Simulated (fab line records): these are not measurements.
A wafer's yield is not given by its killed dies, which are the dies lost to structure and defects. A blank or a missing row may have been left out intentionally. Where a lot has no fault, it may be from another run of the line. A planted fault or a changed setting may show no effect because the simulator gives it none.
Which tool is to blame?	flow n5-finfet	Sampling: 9 lots, 27 wafers, 6 of 1938 route steps

WHAT THE GAUGES READ, wafer by wafer
N5_ILD0_THK_MEAS_13.
lot	measured	on	thk-nm (nm)
L370	day 4 11:52	film-metro-01	18.6 17.7 17.9
L373	day 5 09:27	film-metro-02	18.2 17.0 16.6
L378	day 6 13:35	film-metro-01	17.6 16.6 16.4
L379	day 6 19:34	film-metro-02	16.9 18.6 17.0
L380	day 7 00:35	film-metro-01	15.6 18.4 18.2
L383	day 7 18:08	film-metro-02	17.6 19.3 18.4
L388	day 8 20:40	film-metro-01	17.8 16.9 16.7
L389	day 9 09:00	film-metro-01	16.8 19.4 16.3
L390	day 9 13:58	film-metro-01	17.6 15.9 16.5

N5_SDB_CD_MEAS_11: the cd target is 50 nm.
lot	measured	on	cd-nm (nm)
L370	day 4 12:22	cd-sem-02	50.7 48.5 50.6
L373	day 5 09:50	cd-sem-03	48.3 48.0 47.5
L378	day 6 14:06	cd-sem-03	49.0 48.6 49.0
L379	day 6 19:57	cd-sem-02	47.7 48.2 49.3
L380	day 7 00:58	cd-sem-01	51.4 51.1 51.1
L383	day 7 18:31	cd-sem-03	50.1 49.1 50.1
L388	day 8 21:11	cd-sem-01	48.5 50.6 49.2
L389	day 9 09:23	cd-sem-02	47.7 49.9 47.9
L390	day 9 14:31	cd-sem-03	47.9 48.7 50.3

N5_DUMMY_REMOVAL_INSPECT_06: inspects for defects (brightfield).
lot	measured	on	raw-defect-count
L370	day 4 16:53	defect-inspect-02	13 23 14
L373	day 5 14:12	defect-inspect-02	7 8 6
L378	day 6 18:50	defect-inspect-01	131 132 142
L379	day 7 00:40	defect-inspect-02	143 151 132
L380	day 7 05:20	defect-inspect-02	138 136 136
L383	day 7 22:44	defect-inspect-02	23 27 19
L388	day 9 01:25	defect-inspect-01	13 10 15
L389	day 9 13:36	defect-inspect-01	23 9 15
L390	day 9 18:41	defect-inspect-01	25 30 27

N5_BEOL_M4_RC_MEAS_101.
lot	measured	on	DIBL_N (mV/V)	DIBL_P (mV/V)	IOFF_N (nA/um)	IOFF_P (nA/um)	ION_N (uA/um)	ION_P (uA/um)	SS_N (mV/dec)	SS_P (mV/dec)	VT_N (mV)	VT_P (mV)
L370	day 9 09:10	prober-02	35.9 36.7 36.4	36.8 37.7 37.2	0.15 0.17 0.16	0.20 0.22 0.20	667 664 687	456 459 463	72.2 72.4 71.9	73.3 73.4 73.5	250 252 248	-249.2 -251.5 -251.7
L373	day 10 13:41	prober-01	35.2 39.7 40.4	34.4 39.6 41.0	0.14 0.22 0.24	0.19 0.26 0.30	678 673 703	469 460 474	71.7 72.0 71.7	72.3 74.2 74.4	249 247 242	-249.9 -245.4 -245.9
L378	day 11 08:43	prober-02	35.6 35.2 36.9	34.6 34.5 36.5	0.15 0.15 0.18	0.21 0.21 0.25	664 675 675	460 466 463	70.8 70.6 71.5	72.6 73.3 73.8	251 250 248	-247.7 -248.2 -245.0
L379	day 11 09:18	prober-01	37.9 34.4 35.5	38.5 33.2 34.8	0.17 0.11 0.13	0.26 0.18 0.20	681 655 670	468 456 465	71.8 70.1 70.9	73.0 71.7 72.9	249 257 253	-246.4 -253.3 -249.0
L380	day 11 23:54	prober-01	37.1 38.7 38.9	35.6 37.7 38.3	0.15 0.19 0.18	0.21 0.25 0.27	672 687 679	465 471 467	72.3 72.5 72.9	73.7 73.8 73.5	253 250 250	-248.6 -247.8 -247.4
L383	day 12 03:20	prober-01	36.0 35.6 37.9	35.1 34.4 37.3	0.14 0.13 0.18	0.21 0.20 0.24	665 664 685	461 459 462	70.5 71.0 71.1	71.8 72.4 73.0	251 253 249	-251.0 -252.6 -247.0
L388	day 13 19:41	prober-02	32.2 32.5 33.8	32.2 32.5 33.8	0.10 0.11 0.12	0.15 0.15 0.17	641 671 650	449 462 453	70.8 70.4 70.7	72.1 72.4 72.5	256 255 253	-254.0 -252.8 -252.0
L389	day 14 04:28	prober-01	36.1 36.2 36.2	36.8 36.5 37.3	0.17 0.16 0.16	0.23 0.23 0.25	682 682 683	469 475 467	71.8 71.7 71.4	73.2 72.9 73.1	248 248 249	-249.1 -246.7 -244.5
L390	day 14 01:23	prober-01	34.1 34.1 38.3	35.5 34.8 40.8	0.14 0.14 0.23	0.20 0.19 0.31	680 661 698	469 457 477	71.8 71.4 71.7	72.6 72.4 73.5	250 249 245	-250.0 -249.1 -246.5

WHICH TOOL RAN EACH LOT (tool, then ch and the chambers of the sampled wafers, then the start)
lot	N5_DUMMY_REMOVAL_HM_STRIP_01	N5_HKMG_FIN_ALD_75
L370	rie-diel-04 ch 1,2, day 4 16:42	ald-hk-03 ch 0,3, day 4 17:44
L373	rie-diel-06 ch 0,2,3, day 5 14:01	ald-hk-02 ch 0,1,3, day 5 15:11
L378	rie-diel-03 ch 0,1,3, day 6 18:38	ald-hk-02 ch 1,2,3, day 6 19:47
L379	rie-diel-04 ch 0,1, day 7 00:28	ald-hk-01 ch 1,2,3, day 7 01:33
L380	rie-diel-06 ch 0,3, day 7 05:08	ald-hk-03 ch 0,1,3, day 7 06:13
L383	rie-diel-06 ch 2,3, day 7 22:32	ald-hk-02 ch 1,3, day 7 23:34
L388	rie-diel-04 ch 2,3, day 9 01:14	ald-hk-03 ch 0,2, day 9 02:16
L389	rie-diel-04 ch 0,1,2, day 9 13:24	ald-hk-03 ch 1,2,3, day 9 14:27
L390	rie-diel-03 ch 0,1, day 9 18:29	ald-hk-02 ch 0,1,3, day 9 19:32
- N5_DUMMY_REMOVAL_HM_STRIP_01: strips SiNx in CH3F/O2, stops on poly-Si, target depth 4 nm, time 6.8 s.
- N5_HKMG_FIN_ALD_75: deposits Al2O3, target thk 1 nm, co reactant pulse time 1 s.

AS READ BY THE TOOLS THEMSELVES (means over the sampled wafers that have a number; for cases with no such wafer, the mark the record gives instead)
N5_DUMMY_REMOVAL_HM_STRIP_01.
lot	tool	CH3F_flow_sccm (sccm)	O2_flow_sccm (sccm)	drypump-motor-current-A (A)	oes-product-au (a.u.)	rf-vpp-V (V)	showerhead-plenum-p-Torr (Torr)	throttle-valve-pct (%)
L370	rie-diel-04	30.06	19.98	6.3	0.61	128.0	2.09	16.46
L373	rie-diel-06	29.97	19.99	5.6	0.62	126.9	1.95	16.51
L378	rie-diel-03	-	-	-	-	-	-	-
L379	rie-diel-04	-	-	-	-	-	-	-
L380	rie-diel-06	-	-	-	-	-	-	-
L383	rie-diel-06	30.12	19.92	5.7	0.64	126.3	1.93	16.37
L388	rie-diel-04	29.94	19.98	5.7	0.58	129.0	2.06	16.67
L389	rie-diel-04	30.03	20.01	6.3	0.62	126.6	2.06	16.33
L390	rie-diel-03	29.97	20.09	5.9	0.56	127.5	2.06	16.56

N5_HKMG_FIN_ALD_75.
lot	tool	heater-power-w (W)	precursor-pulse-height-rel
L370	ald-hk-03	144	1.001
L373	ald-hk-02	147	0.979
L378	ald-hk-02	149	0.988
L379	ald-hk-01	151	1.008
L380	ald-hk-03	138	1.013
L383	ald-hk-02	149	1.028
L388	ald-hk-03	148	0.997
L389	ald-hk-03	146	0.993
L390	ald-hk-02	146	0.988

THE ANSWER, worked out from the rows above alone
Rule: the usual values come from the lots themselves. The widest of any qualifying gaps counts: lots, ordered by their means at a reading, are off when they make up no more than a third of the lots, leave a main group of 4 or more, and stand apart from it by 3 or more times the standard deviation of that group's means. If all means in a main group match to the digits the tables above print for the reading, that group is not used. A lot without any number at a reading at which 4 lots or more have one is off too. All remaining lots with rows at the step are treated as sound. After the gauges, taken in route order, come the tools' own readings; for these a lot's mean is taken, as printed above. At the first step where some lot is off, the reading lying furthest off is the one used; lots without a number count as furthest.
Off: L378, L379, L380 (N5_DUMMY_REMOVAL_INSPECT_06, raw-defect-count). The main group has a mean of 17 with a standard deviation of 6.6.
A tool fits if, at a process step before that reading, it ran every lot that is off, and no sound lot after the first of them. Not tried: the gauges at N5_DUMMY_REMOVAL_INSPECT_06; whatever is off there is also off at N5_DUMMY_REMOVAL_HM_STRIP_01, on other tools, and gauge error can't account for it. Not one of the candidates tried fits.

WHAT WAS PUT IN BY THE SIMULATOR
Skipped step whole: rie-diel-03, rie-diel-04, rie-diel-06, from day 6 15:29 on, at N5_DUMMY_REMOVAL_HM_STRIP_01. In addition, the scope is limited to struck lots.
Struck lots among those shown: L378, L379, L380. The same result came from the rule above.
